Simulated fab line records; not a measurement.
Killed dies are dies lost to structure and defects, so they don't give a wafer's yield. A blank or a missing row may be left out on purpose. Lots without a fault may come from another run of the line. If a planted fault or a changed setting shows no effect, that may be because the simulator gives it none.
fab line records	flow nand_harc
record lots=11	wafers=33	last_day=34
route steps=1302 shown A_M0@1163 A_M1@1183 END@1302
lots untouched by any fault: they come from a run of this same line in which no faults occurred
start_h: hours from the record's opening day to when the first of the lot's shown wafers began	wait_h: hours since the lot's step before	" the same as in the row above	L1.1+2: one row covering several wafers at once	- value missing, or start not given	* or withheld: withheld	< > ~ a bound
route shown NAME@n: a module of which the file shows steps, and the number in the route of the first	usual: mean and standard deviation over wafers with no fault	same: alike in all rows	chamber/n: place in a boat	sites: the reading at each site	_std_site: the standard deviation of these	_edge_site: the outer-site mean with the inner-site mean subtracted	radius_mm: for every site, how far away it sits from the centre of the wafer	mask NAME#n: copy n	behind: the most recent tool/chamber to have shaped the wafer	hold: cause of the lot's hold/its duration in hours/its outcome	device: names the non-switching transistor (n, p or np)	end of line: tests run on the same wafers once the route is complete	a step without rows: its recipe alone	killed: the dies lost at the first sort to structure and to defects; this is not the yield of the wafer	map: shows each die of a wafer: x if killed, . if not, _ if none is there
set.NAME: the setting the step ran with; set.NAME@STEP: the setting that earlier step ran with	model.NAME: the simulator's own value behind a step, which no gauge read
route steps across a sampled set of lots; one table per step, one row per wafer
services: from which hour (start_h, from the record's first day; less than 0 if before it) a tool's chamber was out of use, for how many hours, and why
## steps
# step NHARC_A_M0_THK_MEAS_24
# recipe thk_meas_gauge=xrf
# usual thk_nm=113.4/1.6
lot.wafer	tool	chamber	start_h	wait_h	thk_nm
L808.2	film_metro-02	-	539.33	-	114.1
L808.3	"	-	"	"	114.7
L808.6	"	-	"	"	113.5
L810.3	film_metro-02	-	556.57	-	116.5
L810.4	"	-	"	"	115.9
L810.5	"	-	"	"	113.8
L812.1	film_metro-02	-	557.58	-	111.9
L812.5	"	-	"	"	114.3
L812.6	"	-	"	"	113.3
L814.2	film_metro-02	-	578.82	-	112.9
L814.3	"	-	"	"	111.2
L814.4	"	-	"	"	116.3
L813.1	film_metro-02	-	596.48	-	111.4
L813.4	"	-	"	"	112.5
L813.5	"	-	"	"	115.5
L815.2	film_metro-01	-	612.73	-	114.6
L815.3	"	-	"	"	114.3
L815.5	"	-	"	"	115.6
L823.3	film_metro-02	-	674.87	-	113.8
L823.4	"	-	"	"	116.7
L823.5	"	-	"	"	112.8
L824.1	film_metro-01	-	678.38	-	113.8
L824.2	"	-	"	"	113.9
L824.6	"	-	"	"	114.7
L827.1	film_metro-02	-	717.87	-	112.5
L827.3	"	-	"	"	111.9
L827.4	"	-	"	"	113.3
L828.2	film_metro-02	-	724.16	-	116.0
L828.3	"	-	"	"	114.0
L828.6	"	-	"	"	113.7
L830.1	film_metro-02	-	771.67	-	112.2
L830.2	"	-	"	"	112.4
L830.4	"	-	"	"	115.3
# step NHARC_A_M1_ETCH_35
# recipe target_depth_a=400	overetch_a=120	time_s=43.94	ion_energy_ev=200	n2_flow_sccm=150	h2_flow_sccm=150	ar_flow_sccm=0	rf_w=400	bias_w=150	chemistry=N2/H2
# usual bias_w=150.1/0.45	chamber_pressure_mTorr=30.000/0.028	drypump_motor_current_A=5.5/0.47	mfc_ar_sccm=0.004/0.0082	oes_product_au=0.999/0.0077	rf_vpp_V=431/3.2	showerhead_plenum_p_Torr=2.05/0.11	throttle_valve_pct=14.172/0.0091
lot.wafer	tool	chamber	start_h	wait_h	bias_w	chamber_pressure_mTorr	drypump_motor_current_A	mfc_ar_sccm	oes_product_au	rf_hours_counter_h	rf_vpp_V	showerhead_plenum_p_Torr	throttle_valve_pct
L808.3	rie_diel-02	3	541.13	0.1	149.7	30.039	5.4	0	0.981	3.7	434	2.16	14.163
L808.2	"	2	"	"	149.3	30.011	4.8	0	1.008	3.6	436	2.20	14.167
L808.6	"	0	"	"	150.4	30.074	4.8	0	0.994	-	428	1.90	14.180
L810.4	rie_diel-06	3	558.27	0.1	150.4	29.979	5.9	0.002	0.988	4.3	429	2.04	14.159
L810.3	"	1	"	"	150.0	30.023	5.9	0.026	1.002	3.9	434	2.12	14.172
L810.5	"	2	"	"	150.4	29.943	5.9	0	0.993	-	429	2.04	14.162
L812.1	rie_diel-02	0	559.95	0.1	150.3	29.984	4.8	0	1.000	3.8	427	1.90	14.161
L812.6	"	0	"	"	149.8	30.024	4.8	0	0.992	-	426	1.90	14.173
L812.5	"	1	"	"	149.7	29.989	5.7	0.012	1.002	-	427	1.91	14.168
L814.3	rie_diel-06	0	580.67	0.1	149.7	29.984	5.8	0	0.992	5.7	434	2.14	14.165
L814.2	"	2	"	"	150.4	29.990	5.9	0	0.985	3.8	430	2.04	14.177
L814.4	"	0	"	"	150.6	29.978	5.7	0	1.000	-	433	2.14	14.159
L813.4	rie_diel-02	1	598.40	0.1	149.6	29.970	5.7	0.012	1.002	0.2	428	1.91	14.173
L813.1	"	2	"	"	149.5	30.011	4.8	0	1.008	0.3	436	2.20	14.174
L813.5	"	1	"	"	149.7	29.990	5.7	0.012	0.997	-	426	1.91	14.162
L815.2	rie_diel-02	2	614.44	0.1	150.1	29.965	4.8	0	0.999	0.4	434	2.20	14.162
L815.3	"	0	"	"	150.2	29.957	4.7	0	1.002	0.4	427	1.90	14.172
L815.5	"	1	"	"	149.5	29.964	5.7	0.012	0.998	-	427	1.91	14.168
L823.4	rie_diel-02	2	676.56	0.1	150.3	30.035	4.8	0	1.008	2.4	436	2.20	14.162
L823.3	"	3	"	"	149.9	30.000	5.4	0	1.002	2.4	434	2.16	14.171
L823.5	"	0	"	"	150.2	29.931	4.8	0	0.989	-	428	1.90	14.153
L824.2	rie_diel-02	0	680.21	0.1	150.1	30.025	4.8	0	0.997	2.6	426	1.89	14.169
L824.1	"	1	"	"	150.4	29.948	5.7	0.012	1.005	2.6	426	1.91	14.174
L824.6	"	2	"	"	150.1	29.980	4.8	0	1.007	-	435	2.20	14.153
L827.3	rie_diel-02	1	719.69	0.1	149.7	30.000	5.7	0.012	0.991	4.0	426	1.90	14.177
L827.4	"	2	"	"	149.9	30.061	4.8	0	1.001	4.1	433	2.20	14.180
L827.1	"	0	"	"	150.7	29.985	4.8	0	0.999	3.9	425	1.89	14.186
L828.2	rie_diel-02	0	725.98	0.1	150.1	30.004	4.7	0	0.994	4.5	427	1.89	14.187
L828.3	"	1	"	"	150.6	29.996	5.7	0.012	1.010	4.5	427	1.90	14.171
L828.6	"	3	"	"	149.6	30.047	5.4	0	0.984	-	436	2.16	14.176
L830.2	rie_diel-02	1	773.41	0.1	149.4	30.021	5.7	0.012	0.997	0.2	427	1.90	14.167
L830.1	"	2	"	"	150.3	29.981	4.8	0	1.004	0.3	436	2.20	14.158
L830.4	"	2	"	"	150.6	30.019	4.8	0	1.007	-	437	2.20	14.158
# step NHARC_A_M1_ETCH_28
# recipe target_depth_a=300	over_etch_frac=0.3	time_s=72.99	ion_energy_ev=150	cf4_flow_sccm=50	n2_flow_sccm=100	ar_flow_sccm=150	rf_w=300	bias_w=100	chemistry=CF4/N2
# usual bias_w=100.0/0.31	cf4_flow_sccm=49.99/0.16	drypump_motor_current_A=5.6/0.47	mfc_ar_sccm=149.9/0.47	oes_product_au=0.999/0.0085	rf_vpp_V=314.4/1.9	showerhead_plenum_p_Torr=2.65/0.11	throttle_valve_pct=19.795/0.009
lot.wafer	tool	chamber	start_h	wait_h	bias_w	cf4_flow_sccm	drypump_motor_current_A	mfc_ar_sccm	oes_product_au	rf_hours_counter_h	rf_vpp_V	showerhead_plenum_p_Torr	throttle_valve_pct
L808.3	rie_diel-06	2	541.66	-	99.5	50.00	5.9	149.7	0.986	1.4	314.7	2.63	19.797
L808.2	"	0	"	"	100.0	49.88	5.7	148.9	0.995	3.3	316.2	2.74	19.777
L808.6	"	3	"	"	100.4	49.93	6.0	151.1	1.002	-	315.1	2.62	19.787
L810.3	rie_diel-02	2	558.80	-	99.7	49.94	4.8	149.5	0.997	4.0	316.7	2.82	19.801
L810.4	"	1	"	"	99.7	49.93	5.7	150.1	0.997	3.8	313.0	2.47	19.789
L810.5	"	2	"	"	100.1	50.04	4.8	149.3	0.990	-	317.4	2.82	19.792
L812.1	rie_diel-06	0	560.49	-	-	-	-	-	-	-	-	-	-
L812.6	"	3	"	"	-	-	-	-	-	-	-	-	-
L812.5	"	0	"	"	-	-	-	-	-	-	-	-	-
L814.2	rie_diel-01	2	581.23	-	-	-	-	-	-	-	-	-	-
L814.4	"	0	"	"	-	-	-	-	-	-	-	-	-
L814.3	"	1	"	"	-	-	-	-	-	-	-	-	-
L813.1	rie_diel-06	2	598.95	-	100.0	50.11	5.9	150.3	0.999	4.2	313.4	2.63	19.783
L813.4	"	0	"	"	100.5	50.22	5.7	150.3	1.002	6.1	317.1	2.74	19.796
L813.5	"	3	"	"	100.2	50.01	6.0	149.9	0.986	-	313.8	2.62	19.811
L815.3	rie_diel-01	2	614.97	-	100.0	50.14	5.4	149.8	1.002	3.4	313.7	2.59	19.780
L815.2	"	0	"	"	99.6	50.28	5.5	149.7	0.991	4.0	314.7	2.65	19.797
L815.5	"	2	"	"	99.9	50.00	5.4	149.2	1.002	-	315.0	2.59	19.791
L823.3	rie_diel-01	2	677.09	-	100.5	50.09	5.4	148.9	0.999	4.7	314.0	2.59	19.803
L823.4	"	1	"	"	99.9	49.96	6.0	150.3	1.003	5.0	313.9	2.64	19.799
L823.5	"	2	"	"	100.3	49.89	5.4	149.6	1.006	-	313.4	2.59	19.797
L824.1	rie_diel-06	0	680.73	-	99.5	49.75	5.7	149.6	1.016	0.8	315.0	2.74	19.790
L824.2	"	3	"	"	100.1	49.80	6.0	149.5	1.009	0.6	313.9	2.62	19.801
L824.6	"	1	"	"	100.5	49.98	5.9	149.7	1.022	-	315.8	2.73	19.805
L827.4	rie_diel-06	0	720.23	-	100.3	49.83	5.8	150.1	1.003	2.6	315.9	2.74	19.799
L827.1	"	1	"	"	99.9	50.12	5.9	149.4	1.002	2.4	315.2	2.72	19.768
L827.3	"	2	"	"	100.2	50.11	5.9	150.6	0.990	2.2	314.1	2.63	19.784
L828.3	rie_diel-01	3	726.52	-	99.0	50.06	6.3	150.6	1.008	7.2	315.4	2.69	19.788
L828.2	"	1	"	"	99.7	50.13	6.0	150.0	1.003	7.8	314.3	2.64	19.777
L828.6	"	0	"	"	99.5	50.05	5.5	150.0	1.003	-	313.7	2.65	19.797
L830.2	rie_diel-01	0	773.98	-	100.1	49.72	5.5	149.0	1.011	2.9	314.0	2.65	19.787
L830.4	"	1	"	"	100.4	49.98	6.0	150.8	0.996	2.9	312.9	2.64	19.778
L830.1	"	2	"	"	99.9	49.86	5.4	150.2	0.993	2.4	314.2	2.59	19.791
# step NHARC_A_M1_CMP_23
# recipe t_overpolish_s=20	target_thk_nm=154.34
# usual motor_current_A=12.5/1	time_to_endpoint_s=28.7/2.3
lot.wafer	tool	chamber	start_h	wait_h	motor_current_A	time_to_endpoint_s
L808.2	cmp-04	0	543.14	-	11.2	31.0
L808.3	"	3	"	"	13.1	28.1
L808.6	"	1	"	"	13.0	30.6
L810.4	cmp-02	0	560.31	-	11.3	29.5
L810.3	"	1	"	"	11.9	29.3
L810.5	"	0	"	"	10.9	27.1
L812.1	cmp-02	0	562.05	-	10.9	25.8
L812.6	"	2	"	"	13.6	25.6
L812.5	"	3	"	"	12.8	25.3
L814.4	cmp-03	3	582.73	-	11.2	30.7
L814.2	"	0	"	"	13.0	33.0
L814.3	"	1	"	"	13.6	30.1
L813.1	cmp-02	2	600.47	-	13.3	23.7
L813.4	"	3	"	"	12.6	27.0
L813.5	"	2	"	"	14.5	25.6
L815.2	cmp-02	1	616.48	-	12.7	30.8
L815.3	"	3	"	"	12.5	30.7
L815.5	"	1	"	"	12.0	30.2
L823.3	cmp-03	3	678.64	-	11.4	25.0
L823.4	"	0	"	"	12.7	26.4
L823.5	"	1	"	"	12.9	29.6
L824.2	cmp-02	2	682.32	-	13.8	26.8
L824.1	"	0	"	"	11.1	29.8
L824.6	"	1	"	"	12.9	29.4
L827.1	cmp-02	0	721.73	-	11.6	26.9
L827.3	"	1	"	"	13.4	28.7
L827.4	"	2	"	"	13.5	25.5
L828.2	cmp-03	3	728.03	-	11.5	27.4
L828.3	"	1	"	"	14.1	28.8
L828.6	"	3	"	"	10.5	26.5
L830.1	cmp-03	0	775.44	-	13.5	30.7
L830.2	"	1	"	"	12.9	35.6
L830.4	"	2	"	"	12.0	30.8
# step NHARC_END_SORT_01
# recipe temp_c=25
# usual defect_limited_yield=89.9/2.6	killed_at_array=63/18	killed_at_other=1.1/1.3	killed_at_periphery=4.3/2.8	killed_dies=68/18	killed_open=3.3/2	killed_short=2.4/1.6
# same gross_dies=677
lot.wafer	tool	chamber	start_h	wait_h	hold	defect_limited_yield[%]	killed_at_array	killed_at_other	killed_at_periphery	killed_dies	killed_open	killed_short
L808.2	prober-02	0	581.59	2.8	-	87.9	71	2	9	82	4	2
L808.3	prober-02	0	582.38	3.1	-	86.6	80	1	10	91	1	4
L808.6	prober-02	0	584.76	4.0	-	87.1	82	0	5	87	6	0
L810.3	prober-01	0	593.89	3.1	-	87.0	81	0	7	88	3	0
L810.4	prober-01	0	594.68	3.4	-	88.6	69	0	8	77	4	3
L810.5	prober-01	0	595.47	3.7	-	87.9	76	1	5	82	4	0
L812.1	prober-01	0	600.04	2.5	await_dispo/9.1h/scrap	0	670	1	6	677	2	2
L812.5	prober-01	0	603.25	3.7	await_dispo/9.1h/scrap	0	673	0	4	677	1	3
L812.6	prober-01	0	604.05	4.0	await_dispo/9.1h/scrap	0	672	0	5	677	6	2
L813.1	prober-01	0	721.26	2.5	-	88.0	72	1	8	81	4	2
L813.4	prober-01	0	723.63	3.4	-	89.2	64	1	8	73	1	1
L813.5	prober-01	0	724.42	3.7	-	87.4	76	0	9	85	3	1
L814.2	prober-02	0	729.89	2.8	await_dispo/2.0h/scrap	0	673	3	1	677	6	2
L814.3	prober-02	0	730.68	3.1	await_dispo/2.0h/scrap	0	673	4	0	677	2	7
L814.4	prober-02	0	731.47	3.4	await_dispo/2.0h/scrap	0	672	2	3	677	6	4
L815.2	prober-01	0	737.55	2.8	-	92.2	50	1	2	53	2	3
L815.3	prober-01	0	738.35	3.1	-	91.1	52	5	3	60	2	3
L815.5	prober-01	0	739.95	3.7	-	90.1	65	0	2	67	3	2
L824.1	prober-02	0	752.50	2.5	-	87.3	85	0	1	86	2	5
L824.2	prober-02	0	753.30	2.8	-	87.1	83	0	4	87	3	3
L824.6	prober-02	0	756.48	4.0	-	88.2	75	1	4	80	2	4
L823.3	prober-01	0	753.96	3.1	-	92.8	45	1	3	49	9	3
L823.4	prober-01	0	754.78	3.4	-	92.3	43	0	9	52	2	4
L823.5	prober-01	0	755.60	3.8	-	92.6	39	1	10	50	3	3
L827.1	prober-02	0	782.14	2.5	-	92.6	44	1	5	50	2	0
L827.3	prober-02	0	783.73	3.1	-	93.2	43	1	2	46	1	5
L827.4	prober-02	0	784.53	3.4	-	92.2	49	0	4	53	4	3
L828.2	prober-01	0	784.41	2.8	-	87.0	78	2	8	88	4	3
L828.3	prober-01	0	785.19	3.1	-	88.3	64	1	14	79	5	5
L828.6	prober-01	0	787.55	3.9	-	87.1	75	0	12	87	7	6
L830.1	prober-02	0	807.72	2.5	-	92.3	43	4	5	52	1	1
L830.2	prober-02	0	808.52	2.8	-	92.9	38	1	9	48	7	1
L830.4	prober-02	0	810.11	3.4	-	93.8	40	0	2	42	2	2
# killed by level:class
L808.2 A_CHANNEL_HOLE_D1:chamber_film_flake=29 A_SLIT:chamber_film_flake=15 A_CHANNEL_HOLE_D2:chamber_film_flake=7 A_STAIRCASE:chamber_film_flake=6 A_WL_FILL:chamber_film_flake=5 P_BONDPAD:chamber_film_flake=4 A_CONTACT:chamber_film_flake=4 P_CONTACT:geometric_particle:open=2
L808.3 A_CHANNEL_HOLE_D1:chamber_film_flake=32 A_SLIT:chamber_film_flake=22 A_CONTACT:chamber_film_flake=8 A_CHANNEL_HOLE_D2:chamber_film_flake=6 P_BONDPAD:chamber_film_flake=5 A_CHANNEL_FILL_D1:chamber_film_flake=4 A_STAIRCASE:chamber_film_flake=4 P_ZERO_WELL:chamber_film_flake=2
L808.6 A_CHANNEL_HOLE_D1:chamber_film_flake=35 A_SLIT:chamber_film_flake=23 A_CONTACT:chamber_film_flake=5 A_CHANNEL_FILL_D1:chamber_film_flake=4 A_CHANNEL_HOLE_D2:chamber_film_flake=4 A_STAIRCASE:chamber_film_flake=4 A_CHANNEL_FILL_D1:geometric_particle:open=2 P_BONDPAD:chamber_film_flake=2
L810.3 A_CHANNEL_HOLE_D1:chamber_film_flake=32 A_SLIT:chamber_film_flake=30 A_CHANNEL_HOLE_D2:chamber_film_flake=7 A_STAIRCASE:chamber_film_flake=6 P_GATE:chamber_film_flake=3 A_CONTACT:chamber_film_flake=3 P_ZERO_WELL:chamber_film_flake=2 P_GATE:geometric_particle:open=1
L810.4 A_CHANNEL_HOLE_D1:chamber_film_flake=35 A_SLIT:chamber_film_flake=12 A_STAIRCASE:chamber_film_flake=7 A_CHANNEL_HOLE_D2:chamber_film_flake=6 P_GATE:chamber_film_flake=3 A_DECK1_JOINT:geometric_particle:short=2 P_ZERO_WELL:chamber_film_flake=2 A_CHANNEL_FILL_D1:chamber_film_flake=2
L810.5 A_CHANNEL_HOLE_D1:chamber_film_flake=36 A_SLIT:chamber_film_flake=25 A_CHANNEL_HOLE_D2:chamber_film_flake=6 A_STAIRCASE:chamber_film_flake=3 A_CONTACT:chamber_film_flake=3 A_BLC:geometric_particle:open=2 P_GATE:chamber_film_flake=2 P_M0:geometric_particle:open=1
L812.1 A_M1:area_etch=590 A_CHANNEL_HOLE_D1:chamber_film_flake=38 A_CHANNEL_HOLE_D2:chamber_film_flake=31 A_STAIRCASE:chamber_film_flake=4 P_M2:chamber_film_flake=3 A_CONTACT:chamber_film_flake=2 A_CHANNEL_HOLE_D2:geometric_particle:open=1 A_CHANNEL_FILL_D2:geometric_particle:short=1
L812.5 A_M1:area_etch=609 A_CHANNEL_HOLE_D1:chamber_film_flake=30 A_CHANNEL_HOLE_D2:chamber_film_flake=26 P_M2:chamber_film_flake=3 A_SLIT:chamber_film_flake=2 A_ONON_D1:geometric_particle:short=1 A_CHANNEL_HOLE_D1:geometric_particle:short=1 A_CHANNEL_FILL_D1:geometric_particle:open=1
L812.6 A_M1:area_etch=599 A_CHANNEL_HOLE_D2:chamber_film_flake=35 A_CHANNEL_HOLE_D1:chamber_film_flake=31 A_CHANNEL_FILL_D1:geometric_particle:short=2 A_CONTACT:geometric_particle:open=2 P_STI:geometric_particle:open=1 P_GATE:geometric_particle:open=1 P_M0:geometric_particle:open=1
L813.1 A_CHANNEL_HOLE_D1:chamber_film_flake=28 A_CHANNEL_HOLE_D2:chamber_film_flake=26 P_M1:chamber_film_flake=5 A_STAIRCASE:chamber_film_flake=3 A_SGD_CUT:chamber_film_flake=3 A_CONTACT:chamber_film_flake=2 A_SOURCE_PLATE:geometric_particle:open=1 A_ONON_D1:geometric_particle:short=1
L813.4 A_CHANNEL_HOLE_D2:chamber_film_flake=28 A_CHANNEL_HOLE_D1:chamber_film_flake=24 A_CONTACT:chamber_film_flake=6 P_M1:chamber_film_flake=4 P_GATE:chamber_film_flake=3 A_SGD_CUT:chamber_film_flake=3 A_WL_FILL:geometric_particle:open=1 A_BLC:geometric_particle:short=1
L813.5 A_CHANNEL_HOLE_D2:chamber_film_flake=32 A_CHANNEL_HOLE_D1:chamber_film_flake=28 P_M1:chamber_film_flake=9 A_SLIT:chamber_film_flake=3 A_CHANNEL_FILL_D1:geometric_particle:open=2 A_CHANNEL_FILL_D2:chamber_film_flake=2 A_STAIRCASE:chamber_film_flake=2 A_SGD_CUT:chamber_film_flake=2
L814.2 A_M1:area_etch=608 A_CHANNEL_HOLE_D2:chamber_film_flake=34 A_SLIT:chamber_film_flake=18 A_M1:geometric_particle:open=2 A_CHANNEL_HOLE_D1:chamber_film_flake=2 A_CONTACT:chamber_film_flake=2 THIN_TSV:chamber_film_flake=2 A_ONON_D1:geometric_particle:open=1
L814.3 A_M1:area_etch=591 A_SLIT:chamber_film_flake=35 A_CHANNEL_HOLE_D2:chamber_film_flake=31 A_WL_FILL:geometric_particle:short=4 THIN_TSV:chamber_film_flake=4 A_STAIRCASE:chamber_film_flake=3 A_CHANNEL_HOLE_D1:chamber_film_flake=2 A_CHANNEL_FILL_D1:geometric_particle:short=1
L814.4 A_M1:area_etch=607 A_CHANNEL_HOLE_D2:chamber_film_flake=28 A_SLIT:chamber_film_flake=20 A_CHANNEL_HOLE_D1:chamber_film_flake=3 A_DECK1_JOINT:chamber_film_flake=3 THIN_TSV:chamber_film_flake=2 P_GATE:geometric_particle:open=1 P_M0:geometric_particle:open=1
L815.2 A_CHANNEL_HOLE_D1:chamber_film_flake=28 A_CHANNEL_HOLE_D2:chamber_film_flake=7 A_CONTACT:chamber_film_flake=4 A_M0:chamber_film_flake=3 A_CHANNEL_HOLE_D2:geometric_particle:short=2 A_ONON_D2:geometric_particle:open=1 A_M1:geometric_particle:open=1 P_ZERO_WELL:chamber_film_flake=1
L815.3 A_CHANNEL_HOLE_D1:chamber_film_flake=32 A_CHANNEL_HOLE_D2:chamber_film_flake=7 THIN_TSV:chamber_film_flake=5 A_CONTACT:chamber_film_flake=4 A_M0:chamber_film_flake=2 P_CONTACT:geometric_particle:open=1 A_ONON_D2:geometric_particle:short=1 A_CHANNEL_FILL_D2:geometric_particle:short=1
L815.5 A_CHANNEL_HOLE_D1:chamber_film_flake=33 A_CHANNEL_HOLE_D2:chamber_film_flake=18 A_CONTACT:chamber_film_flake=5 A_CHANNEL_FILL_D2:geometric_particle:short=2 A_CHANNEL_FILL_D2:geometric_particle:open=2 A_CHANNEL_FILL_D1:chamber_film_flake=2 A_WL_FILL:geometric_particle:open=1 P_ZERO_WELL:chamber_film_flake=1
L824.1 A_CHANNEL_HOLE_D1:chamber_film_flake=38 A_SLIT:chamber_film_flake=28 A_CONTACT:chamber_film_flake=5 A_SGD_CUT:geometric_particle:short=2 A_CHANNEL_FILL_D2:chamber_film_flake=2 A_STAIRCASE:chamber_film_flake=2 A_ONON_D1:geometric_particle:open=1 A_ONON_D1:geometric_particle:short=1
L824.2 A_SLIT:chamber_film_flake=36 A_CHANNEL_HOLE_D1:chamber_film_flake=34 A_CONTACT:chamber_film_flake=6 P_GATE:geometric_particle:open=1 P_M2:geometric_particle:open=1 A_DECK1_JOINT:geometric_particle:open=1 A_CHANNEL_FILL_D2:geometric_particle:short=1 A_WL_FILL:geometric_particle:short=1
L823.3 A_CHANNEL_HOLE_D2:chamber_film_flake=22 A_ONON_D1:geometric_particle:open=5 A_SLIT:chamber_film_flake=4 A_CHANNEL_HOLE_D1:chamber_film_flake=3 P_CONTACT:chamber_film_flake=2 A_CONTACT:chamber_film_flake=2 A_ONON_D1:geometric_particle:short=1 A_CHANNEL_FILL_D1:geometric_particle:short=1
L823.4 A_CHANNEL_HOLE_D2:chamber_film_flake=20 A_CONTACT:chamber_film_flake=9 P_CONTACT:chamber_film_flake=7 A_CHANNEL_HOLE_D1:chamber_film_flake=4 A_ONON_D2:geometric_particle:short=2 A_SLIT:chamber_film_flake=2 A_M0:chamber_film_flake=2 P_GATE:geometric_particle:short=1
L823.5 A_CHANNEL_HOLE_D2:chamber_film_flake=18 P_CONTACT:chamber_film_flake=9 A_CHANNEL_HOLE_D1:chamber_film_flake=7 A_CONTACT:chamber_film_flake=4 A_CHANNEL_FILL_D1:chamber_film_flake=2 A_ONON_D1:geometric_particle:open=1 A_CHANNEL_FILL_D1:geometric_particle:open=1 A_DECK1_JOINT:geometric_particle:short=1
L824.6 A_SLIT:chamber_film_flake=34 A_CHANNEL_HOLE_D1:chamber_film_flake=29 A_CONTACT:chamber_film_flake=4 A_CHANNEL_FILL_D2:geometric_particle:short=2 P_CONTACT:chamber_film_flake=2 P_CONTACT:geometric_particle:open=1 A_ONON_D1:geometric_particle:short=1 A_CHANNEL_FILL_D1:geometric_particle:open=1
L827.1 A_CHANNEL_HOLE_D2:chamber_film_flake=23 A_CHANNEL_HOLE_D1:chamber_film_flake=8 A_SLIT:chamber_film_flake=7 P_GATE:chamber_film_flake=2 A_CHANNEL_FILL_D1:chamber_film_flake=2 A_CONTACT:chamber_film_flake=2 P_GATE:geometric_particle:open=1 A_BLC:geometric_particle:open=1
L827.3 A_CHANNEL_HOLE_D2:chamber_film_flake=23 A_CHANNEL_HOLE_D1:chamber_film_flake=8 A_SLIT:chamber_film_flake=5 A_WL_FILL:geometric_particle:short=2 P_GATE:chamber_film_flake=2 A_CHANNEL_HOLE_D1:geometric_particle:short=1 A_CHANNEL_FILL_D2:geometric_particle:short=1 A_CHANNEL_FILL_D2:geometric_particle:open=1
L828.2 A_SLIT:chamber_film_flake=40 A_CHANNEL_HOLE_D1:chamber_film_flake=14 A_CONTACT:chamber_film_flake=13 P_CONTACT:chamber_film_flake=3 P_M1:chamber_film_flake=3 A_DECK1_JOINT:chamber_film_flake=3 A_M0:geometric_particle:open=2 HYBRID_BOND:chamber_film_flake=2
L827.4 A_CHANNEL_HOLE_D2:chamber_film_flake=18 A_SLIT:chamber_film_flake=8 A_CHANNEL_HOLE_D1:chamber_film_flake=6 A_CONTACT:chamber_film_flake=4 A_STAIRCASE:chamber_film_flake=3 P_GATE:chamber_film_flake=2 P_CONTACT:chamber_film_flake=2 A_CHANNEL_FILL_D1:chamber_film_flake=2
L828.3 A_SLIT:chamber_film_flake=33 A_CONTACT:chamber_film_flake=9 A_CHANNEL_HOLE_D1:chamber_film_flake=8 P_CONTACT:chamber_film_flake=5 P_M1:chamber_film_flake=4 A_WL_FILL:geometric_particle:short=2 P_GATE:chamber_film_flake=2 A_DECK1_JOINT:chamber_film_flake=2
L828.6 A_SLIT:chamber_film_flake=41 A_CHANNEL_HOLE_D1:chamber_film_flake=13 P_CONTACT:chamber_film_flake=4 P_M1:chamber_film_flake=4 A_CHANNEL_HOLE_D2:chamber_film_flake=4 A_CONTACT:chamber_film_flake=4 A_WL_FILL:geometric_particle:short=2 A_M0:geometric_particle:open=2
L830.1 A_SLIT:chamber_film_flake=33 THIN_TSV:chamber_film_flake=4 P_ZERO_WELL:chamber_film_flake=3 A_CONTACT:chamber_film_flake=3 A_STAIRCASE:chamber_film_flake=2 A_M0:chamber_film_flake=2 P_GATE:geometric_particle:open=1 A_CHANNEL_FILL_D2:geometric_particle:short=1
L830.2 A_SLIT:chamber_film_flake=23 A_STAIRCASE:chamber_film_flake=6 P_STI:chamber_film_flake=3 A_CONTACT:chamber_film_flake=3 P_GATE:geometric_particle:open=2 P_M0:geometric_particle:open=2 P_M1:geometric_particle:open=1 A_DECK1_JOINT:geometric_particle:open=1
L830.4 A_SLIT:chamber_film_flake=27 P_ZERO_WELL:chamber_film_flake=2 A_CHANNEL_HOLE_D2:chamber_film_flake=2 A_CHANNEL_FILL_D2:chamber_film_flake=2 A_STAIRCASE:chamber_film_flake=2 A_CONTACT:chamber_film_flake=2 A_DECK1_JOINT:geometric_particle:short=1 A_CHANNEL_FILL_D2:geometric_particle:open=1
## services
tool	chamber	start_h	hours	kind
cmp-02	-	526.60	4.0	pm
rie_diel-01	-	526.81	0.2	repair
rie_diel-06	2	527.24	12.1	repair
cmp-03	-	535.84	1.6	repair
cmp-02	-	537.59	1.6	repair
cmp-03	-	554.09	4.0	pm
rie_diel-02	2	555.16	1.3	repair
rie_diel-01	-	557.80	9.0	pm
rie_diel-02	-	570.72	9.0	pm
rie_diel-06	1	580.33	12.8	repair
cmp-03	-	603.47	2.5	repair
rie_diel-06	0	614.95	14.8	repair
rie_diel-06	1	616.95	4.2	repair
cmp-02	-	624.60	4.0	pm
cmp-03	-	652.09	4.0	pm
rie_diel-06	-	661.23	9.0	pm
rie_diel-01	0	670.60	5.7	repair
cmp-03	-	708.50	2.6	repair
rie_diel-01	1	713.42	4.4	repair
cmp-02	-	722.63	4.0	pm
rie_diel-01	-	734.80	9.0	pm
rie_diel-02	-	747.72	9.0	pm
cmp-03	-	750.09	4.0	pm
rie_diel-02	3	770.77	21.3	repair
## key
first_sign step=NHARC_A_M1_ETCH_28	reading=tool_record	direction=missing
effect step=NHARC_END_SORT_01	reading=killed_at_array	direction=up	sigmas=34	usual=63	struck=672
more_kills_born_at NHARC_A_M1_ETCH_28@rie_diel-01=1806	NHARC_A_M1_ETCH_28@rie_diel-06=1798
met_at NHARC_A_M1_ETCH_28
struck_lots L812,L814
later_rows_left_out L812.1,L812.5,L812.6,L814.2,L814.3,L814.4
not_acting_at NHARC_A_M0_THK_MEAS_24,NHARC_A_M1_ETCH_35,NHARC_A_M1_CMP_23
onset_between 541.66 560.49
fault kind=skipped_step_whole	tool=rie_diel-01,rie_diel-06	chamber=-	onset_h=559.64	steps=NHARC_A_M1_ETCH_28	scope=struck_lots_only
# later_rows_left_out: the simulator's readings of these wafers behind a module that went badly wrong aren't trusted and aren't shown, but for the sort
